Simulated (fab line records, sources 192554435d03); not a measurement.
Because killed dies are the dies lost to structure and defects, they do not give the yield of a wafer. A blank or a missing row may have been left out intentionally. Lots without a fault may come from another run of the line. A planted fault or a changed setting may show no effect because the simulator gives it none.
Chamber matching -- flow n5-finfet -- rie-si-05 running N5_FIN_SAQP_FIN_ETCH_36: 4 sister chambers
The step etches the open film in HBr/Cl2/O2, target depth 120 nm, time 50.4 s. 14 wafers are shown with their chamber, then 7 later ones without.

## WAFERS WITH THEIR CHAMBER
wafer,chamber,throttle-valve-pct (%),oes-product-au (a.u.)
L078.2,2,35.99,0.963
L078.3,3,36.02,0.980
L078.6,3,36.02,0.991
L079.1,3,36.01,1.006
L079.4,1,35.39,0.986
L079.5,2,35.98,0.970
L080.2,0,35.87,1.007
L080.3,2,36.00,0.954
L080.6,0,35.87,1.014
L083.1,2,36.01,0.957
L083.2,1,35.40,0.983
L083.6,3,36.03,0.987
L090.3,2,36.01,0.959
L090.4,3,36.03,0.989

SIGNATURES, as means of the wafers listed above
reading,chamber 0,chamber 1,chamber 2,chamber 3,scatter within a chamber
throttle-valve-pct,35.8700,35.3950,35.9980,36.0220,0.01
oes-product-au,1.01050,0.98450,0.96060,0.99060,0.0074
Rule: a wafer lies at a distance from a chamber equal to the root of the sum of squares, over the readings, of (its reading less the chamber's mean, divided by the reading's scatter). If the next closest chamber is less than 2 further off than the closest, the wafer can't be placed; otherwise it belongs to the closest. The scatter: the root of (the sum of the squares of (reading less its chamber's mean) over the shown wafers, divided by (wafers less chambers)).

## WAFERS MISSING THEIR CHAMBER
wafer,throttle-valve-pct (%),oes-product-au (a.u.)
L090.5,35.39,0.981
L093.1,35.89,1.006
L093.2,35.40,0.985
L093.5,35.88,1.009
L095.1,35.99,0.968
L095.3,35.40,0.979
L095.6,35.90,0.993

## WHICH CHAMBER EACH WENT THROUGH
wafer,from the rows above,in truth
L090.5,1,1
L093.1,0,0
L093.2,1,1
L093.5,0,0
L095.1,2,2
L095.3,1,1
L095.6,0,0
7 of 7 placed correctly. Not placeable from these rows: 0. Wrongly placed: 0.
